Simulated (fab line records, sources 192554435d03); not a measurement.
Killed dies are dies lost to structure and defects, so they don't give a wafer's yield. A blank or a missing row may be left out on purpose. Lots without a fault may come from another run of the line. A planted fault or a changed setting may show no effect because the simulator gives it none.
Chamber matching | flow n5_finfet | N5_SD_EPI_N_LINER_46 on ald_sin-03: 4 sister chambers
The step material SiNx, target thk 3 nm. 18 wafers are shown with their chamber, then 9 later ones without.

WAFERS WITH THEIR CHAMBER
wafer  | chamber | heater_power_w (W)
L075.3 | 2       | 819
L075.4 | 1       | 830
L075.6 | 1       | 824
L077.1 | 2       | 816
L077.2 | 0       | 777
L077.5 | 1       | 852
L079.1 | 1       | 832
L079.2 | 0       | 794
L079.3 | 2       | 809
L080.1 | 3       | 715
L080.3 | 0       | 803
L080.4 | 1       | 846
L081.1 | 3       | 702
L081.2 | 0       | 783
L081.4 | 2       | 830
L083.1 | 2       | 828
L083.2 | 3       | 737
L083.5 | 0       | 785

SIGNATURES (means of the wafers above)
reading        | chamber 0 | chamber 1 | chamber 2 | chamber 3 | scatter within a chamber
heater_power_w | 788.40    | 836.80    | 820.40    | 718.00    | 11.6
Rule: a wafer's distance from a chamber is the root of the sum, over the readings, of the square of ((its reading less the chamber's mean) divided by the reading's scatter). The wafer belongs to the nearest chamber; if the next one is less than 2 further off, it can't be placed. The scatter: the root of (the sum of the squares of (reading less its chamber's mean) over the shown wafers, divided by (wafers less chambers)).

WAFERS WITHOUT THEIR CHAMBER
wafer  | heater_power_w (W)
L084.2 | 826
L084.4 | 790
L084.6 | 695
L095.1 | 844
L095.5 | 861
L095.6 | 802
L097.1 | 829
L097.3 | 774
L097.5 | 825

WHICH CHAMBER EACH WENT THROUGH
wafer  | from the rows above          | in truth
L084.2 | can't be placed: 2 or 1      | 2
L084.4 | 0                            | 0
L084.6 | 3                            | 3
L095.1 | can't be placed: 1 or 2      | 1
L095.5 | can't be placed: 1 or 2      | 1
L095.6 | can't be placed: 0 or 2 or 1 | 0
L097.1 | can't be placed: 1 or 2      | 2
L097.3 | 0                            | 0
L097.5 | can't be placed: 2 or 1      | 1
Placed correctly: 3 of 9. Can't be placed from these rows: 6 (the true chamber is among the candidates in 6). Placed wrongly: 0.
